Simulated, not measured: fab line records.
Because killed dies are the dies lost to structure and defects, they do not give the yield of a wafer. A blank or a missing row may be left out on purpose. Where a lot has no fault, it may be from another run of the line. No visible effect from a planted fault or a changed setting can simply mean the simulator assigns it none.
8D (eight disciplines) problem report, filled in by code / flow n5 finfet / the parts of the form that need people (team, actions taken, sign-off) are left out

== 1. THE PROBLEM ==
Wafers without a fault read 143.3 s, standard deviation 0.46; run length s at N5_BEOL_M3_ETCH_70 reads a mean of 132.1 s on 2 wafers belonging to 2 lots. That puts it -24 standard deviations away from the usual mean.
The step: etches SOC in N2/H2, target depth 80 nm, overetch 16 nm, time 120 s.
First observed at day 11 21:49: wafer L951.1, on rie diel-04. The record has a number at this step for 18 wafers belonging to 6 lots. Rule for "out" (also "out of limits"): further than 4 standard deviations from the usual mean. All remaining wafers that have a number are taken as sound.

== 2. WHAT IT IS AND WHAT IT IS NOT ==
question=which readings at this step | is=run length s | is not=chamber pressure mTorr, drypump motor current A, rf vpp V, showerhead plenum p Torr, throttle valve pct
question=which lots | is=L951, L954 | is not=L935, L943, L944, L946
question=which wafers of those lots | is=L951.1, L954.1 | is not=L951.5, L951.6, L954.3, L954.6
question=read on which tools | is=rie diel-04 | is not=rie diel-05
question=when | is=from day 11 21:49 | is not=up to then (14 sound wafers); but 2 sound wafers of L954 came after

== 3. WHAT RULES OUT EACH SUSPECT ==
Counting: if a tool at a process step up to the reading ran every lot that is out, it stays a suspect. Sound lots after the first of them don't rule it out here, since some wafers of a struck lot are sound.
- rie diel-04 at N5_BEOL_M3_DESCUM_33 (chemistry O2, time 7 s): kept. Every lot that is out went through it, the first being L951 (day 11 16:14); the last sound lot it ran before that was L943 (day 9 17:25).
- rie diel-04 at N5_BEOL_M3_ETCH_77 (etches underlayer in N2/H2, target depth 6.5 nm, time 5.2 s): kept. Every lot that is out went through it, the first being L951 (day 11 16:17); the last sound lot it ran before that was L943 (day 9 17:28).
- rie diel-04 at N5_BEOL_M3_ETCH_69 (etches SiARC in CF4, target depth 15.6 nm, time 26 s): kept. Every lot that is out went through it, the first being L951 (day 11 16:17); the last sound lot it ran before that was L943 (day 9 17:28).
- rie diel-04 at N5_BEOL_M3_ETCHBACK_99 (etches SiO2 in CHF3, target depth 5 nm, time 10.4 s): kept. Every lot that is out went through it, the first being L951 (day 11 21:46); the last sound lot it ran before that was L946 (day 10 16:17).
- rie diel-04 at N5_BEOL_M3_ETCH_70 (etches SOC in N2/H2, target depth 80 nm, overetch 16 nm, time 120 s): kept. Every lot that is out went through it, the first being L951 (day 11 21:49); the last sound lot it ran before that was L946 (day 10 16:19). On those wafers its own readings are out: run length s.
Left after counting: rie diel-04 at N5_BEOL_M3_DESCUM_33, rie diel-04 at N5_BEOL_M3_ETCH_77, rie diel-04 at N5_BEOL_M3_ETCH_69, rie diel-04 at N5_BEOL_M3_ETCHBACK_99, rie diel-04 at N5_BEOL_M3_ETCH_70.

== 4. THE CAUSE (what the simulator had put in) ==
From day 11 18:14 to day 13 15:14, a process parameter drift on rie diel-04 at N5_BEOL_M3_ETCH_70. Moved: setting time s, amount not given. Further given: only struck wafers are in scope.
5 suspects survive the count, and this tool is in that group.

== 5. SEQUENCE OF EFFECTS, ordered by route ==
Each row: a reading whose mean over the struck wafers that have a number lies more than 3 standard deviations from the usual. Only readings for which the record gives a usual standard deviation are gone through. hours: the time from each lot's start at the first step in this table that gives one to its start at this step, as a median over the lots. sigmas: the change in usual standard deviations.
hours=0; step=N5_BEOL_M3_ETCH_70; reading=run length s; usual=143.3 s; on struck wafers=132.1; change=-11.2; sigmas=-24
Its process steps:
- N5_BEOL_M3_ETCH_70: etches SOC in N2/H2, target depth 80 nm, overetch 16 nm, time 120 s.
Later measuring or inspecting steps at which every struck wafer that the step has a row for has a number for every such reading, and none has moved that far: N5_BEOL_M4_RC_MEAS_101.

== 6. HOW IT WOULD HAVE BEEN CAUGHT EARLIER ==
In this record the first reading out of limits was taken at day 11 21:49, 4 hours after the fault began at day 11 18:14.
